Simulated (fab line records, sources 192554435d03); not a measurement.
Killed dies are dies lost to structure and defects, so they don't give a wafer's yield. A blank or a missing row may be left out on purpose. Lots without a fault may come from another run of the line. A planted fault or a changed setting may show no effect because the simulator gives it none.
Which tool did it? | flow n5_finfet | 11 lots, 32 wafers sampled, at 1 step of a route of 1938

WHAT THE GAUGES READ, wafer by wafer
N5_BEOL_M7_OVL_MEAS_29.
lot  | measured     | on         | V6_OVL (nm)
L841 | day 8 22:00  | overlay-01 | -0.4 0.2 0.0
L842 | day 9 07:28  | overlay-02 | -0.4 0.2 0.0
L843 | day 9 18:37  | overlay-02 | 1.4 0.6
L844 | day 9 21:40  | overlay-02 | -0.1 1.3 -0.2
L848 | day 11 05:36 | overlay-02 | 0.0 0.3 0.5
L850 | day 11 10:38 | overlay-02 | -0.6 0.4 -0.2
L849 | day 11 23:10 | overlay-02 | 0.4 -0.3 -0.1
L856 | day 12 22:06 | overlay-02 | 1.0 0.7 0.5
L851 | day 12 22:16 | overlay-01 | 0.5 1.5 0.8
L859 | day 14 00:45 | overlay-01 | 0.6 -0.1 -0.2
L863 | day 15 06:52 | overlay-02 | 1.6 1.3 0.6

WHICH TOOL RAN EACH LOT (tool, then ch and the chambers of the sampled wafers, then the start)
The record holds no process step before these readings.

WHAT THE TOOLS THEMSELVES READ (means of the sampled wafers that have a number; where no wafer has one, the mark that the record gives instead)
The record holds no such reading with a usual standard deviation.

THE ANSWER, worked out from the rows above alone
Rule: what is usual is taken from the lots themselves. Put in order of their means at a reading, lots are off if they are a third of the lots or fewer, leave a main group of 4 or more, and stand apart from it by a gap of 3 or more times the standard deviation of the main group's means; of several such gaps the widest counts. A main group whose means are all the same, to the digits that the tables above print for the reading, isn't used. A lot without any number at a reading at which 4 lots or more have one is off too. The other lots that the step has rows for count as sound. The gauges are gone through in route order, then the tools' own readings, and for those a lot's mean is taken as printed above. The first step at which some lot is off is used, and at that step the reading that is off furthest; a lot without a number counts as furthest.
No lot is off at any reading shown: from this, nothing can be told.

WHAT THE SIMULATOR HAD PUT IN
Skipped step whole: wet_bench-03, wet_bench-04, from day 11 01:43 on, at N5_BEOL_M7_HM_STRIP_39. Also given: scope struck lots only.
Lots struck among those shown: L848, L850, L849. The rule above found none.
